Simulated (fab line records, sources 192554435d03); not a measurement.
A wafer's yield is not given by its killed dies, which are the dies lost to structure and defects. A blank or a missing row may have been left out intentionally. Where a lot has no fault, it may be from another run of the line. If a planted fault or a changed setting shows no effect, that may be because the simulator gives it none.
The same fault as seen by 3 desks -- flow n5-finfet -- numbers are kept per desk, each desk with only its own; the story behind them comes last

AT THE TOOL OWNER'S DESK: rie-diel-01
The tool's own readings at N5_BEOL_M15_TRENCH_ETCH_34 (etches SiO2 in C4F8/O2/Ar, target depth 872.93 nm, time 199 s): means of the sampled wafers that have a number, for each lot that ran on this tool. A lot is out of limits, marked OUT, if its mean lies more than 4 standard deviations from the usual mean; the brackets give that distance.
Columns: A = bias-w at N5_BEOL_M15_TRENCH_ETCH_34, usual 2039 W; B = drypump-motor-current-A at N5_BEOL_M15_TRENCH_ETCH_34, usual 5.6 A; C = oes_o_777_au at N5_BEOL_M15_TRENCH_ETCH_34, usual 0.77 a.u.; D = oes-product-au at N5_BEOL_M15_TRENCH_ETCH_34, usual 0.77 a.u.; E = rf-vpp-V at N5_BEOL_M15_TRENCH_ETCH_34, usual 2221 V; F = showerhead-plenum-p-Torr at N5_BEOL_M15_TRENCH_ETCH_34, usual 3.40 Torr; G = throttle-valve-pct at N5_BEOL_M15_TRENCH_ETCH_34, usual 30.9 %
lot,first seen here,A,B,C,D,E,F,G
L657,day 15 17:59,2042,6.3,0.74,0.70,2258,3.42,30.4
L660,day 15 21:01,2322 (+46) OUT,5.9,0.74,0.71,2470 (+5.5) OUT,3.38,30.6
L661,day 16 11:01,2322 (+46) OUT,5.9,0.73,0.71,2471 (+5.6) OUT,3.37,30.6
This desk's finding: out of limits on L660, L661; first on L660, day 15 21:01 (bias-w at N5_BEOL_M15_TRENCH_ETCH_34). L657: within limits.

THE METROLOGY DESK
Lot by lot, what the gauges showed, no matter which tool ran the lot: averages of those sampled wafers that carry a number. A lot is out of limits, marked OUT, if its mean lies more than 4 standard deviations from the usual mean; the brackets give that distance.
Columns: A = cd-nm at N5_BEOL_M15_CD_MEAS_28, usual 408.8 nm; B = M15_OVL at N5_BEOL_M15_OVL_MEAS_29, usual 0 nm; C = M15_THK at N5_BEOL_M15_THK_MEAS_50, usual 846 nm
lot,first seen here,A,B,C
L645,day 12 10:04,408.9,3,854
L655,day 14 12:39,409.5,0,872
L657,day 15 17:49,408.8,-0,859
L660,day 15 20:20,410.0,-4,855
L661,day 16 09:59,409.7,6,868
L667,day 18 00:58,408.5,-3,847
This desk's verdict: no lot among the 6 shows anything out of limits.

THE DEFECT DESK
Inspection counts along the route, by lot: the mean over sampled wafers that carry a number. A lot is out of limits, marked OUT, if its mean lies more than 4 standard deviations from the usual mean; the brackets give that distance.
Columns: A = raw-defect-count at N5_BEOL_M15_INSPECT_30, usual 2.3
lot,first seen here,A
L645,day 12 10:07,1.7
L655,day 14 12:42,2.3
L657,day 15 17:52,2.0
L660,day 15 20:23,2.7
L661,day 16 10:02,4.0
L667,day 18 01:01,1.0
This desk's verdict: no lot among the 6 shows anything out of limits.

PUT TOGETHER
On L660, L661, at day 15 21:01, an alarm was possible from the tool owner's desk.
Metrology desk: nothing out of limits seen.
Nothing the defect desk looked at was out of limits.
The metrology desk has L660, L661 on record, within its limits.
The defect desk has L660, L661 on record, within its limits.
Of the lots named, all ran N5_BEOL_M15_TRENCH_ETCH_34 on rie-diel-01.

WHAT THE SIMULATOR PUT IN
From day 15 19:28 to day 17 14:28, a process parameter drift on rie-diel-01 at N5_BEOL_M15_TRENCH_ETCH_34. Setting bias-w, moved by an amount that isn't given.
Shown lots that were struck: L660, L661.
Hours from the fault's start to each desk's first reading out of limits: the tool owner's desk, 2.
